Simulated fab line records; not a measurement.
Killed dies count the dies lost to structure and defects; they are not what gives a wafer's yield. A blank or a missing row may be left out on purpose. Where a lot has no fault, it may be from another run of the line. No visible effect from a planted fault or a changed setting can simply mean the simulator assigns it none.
Chamber matching / flow nand_harc / rie_diel-02 running NHARC_A_CONTACT_ETCH_90: 4 sister chambers
The step etches the open film in CH3F/O2, target depth 40 nm, time 85.7 s. 8 wafers are shown with their chamber, then 7 later ones without.

WAFERS, EACH WITH ITS CHAMBER
wafer=L497.1; chamber=0; drypump_motor_current_A (A)=4.7; ch3f_flow_sccm (sccm)=49.71
wafer=L496.2; chamber=1; drypump_motor_current_A (A)=5.4; ch3f_flow_sccm (sccm)=50.03
wafer=L496.6; chamber=2; drypump_motor_current_A (A)=5.3; ch3f_flow_sccm (sccm)=50.18
wafer=L499.1; chamber=2; drypump_motor_current_A (A)=5.4; ch3f_flow_sccm (sccm)=50.21
wafer=L499.4; chamber=1; drypump_motor_current_A (A)=5.4; ch3f_flow_sccm (sccm)=49.69
wafer=L499.5; chamber=3; drypump_motor_current_A (A)=5.7; ch3f_flow_sccm (sccm)=49.75
wafer=L504.3; chamber=3; drypump_motor_current_A (A)=5.7; ch3f_flow_sccm (sccm)=50.08
wafer=L504.5; chamber=0; drypump_motor_current_A (A)=4.7; ch3f_flow_sccm (sccm)=49.85

WAFERS WITH NO CHAMBER GIVEN
wafer=L504.6; drypump_motor_current_A (A)=5.7; ch3f_flow_sccm (sccm)=50.32
wafer=L501.4; drypump_motor_current_A (A)=5.3; ch3f_flow_sccm (sccm)=50.00
wafer=L501.5; drypump_motor_current_A (A)=5.7; ch3f_flow_sccm (sccm)=50.14
wafer=L501.6; drypump_motor_current_A (A)=4.7; ch3f_flow_sccm (sccm)=49.97
wafer=L513.1; drypump_motor_current_A (A)=4.7; ch3f_flow_sccm (sccm)=49.97
wafer=L513.5; drypump_motor_current_A (A)=4.7; ch3f_flow_sccm (sccm)=50.20
wafer=L513.6; drypump_motor_current_A (A)=5.7; ch3f_flow_sccm (sccm)=50.11

WHICH CHAMBER EACH ONE RAN IN
wafer=L504.6; from the rows above=3; in truth=3
wafer=L501.4; from the rows above=can't be placed: 2 or 1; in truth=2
wafer=L501.5; from the rows above=3; in truth=3
wafer=L501.6; from the rows above=0; in truth=0
wafer=L513.1; from the rows above=0; in truth=0
wafer=L513.5; from the rows above=0; in truth=0
wafer=L513.6; from the rows above=3; in truth=3
6 of 7 placed correctly. Can't be placed from these rows: 1 (the true chamber is among the candidates in 1). Placed wrongly: 0.
How it was worked out, from the rows above alone: a wafer's distance from a chamber is the root of the sum, over the readings, of the square of ((its reading less the chamber's mean) divided by the reading's scatter). The wafer belongs to the nearest chamber; if the next one is less than 2 further off, it can't be placed. Each chamber's mean is taken over the wafers shown for it. The scatter: the root of (the sum of the squares of (reading less its chamber's mean) over the shown wafers, divided by (wafers less chambers)).
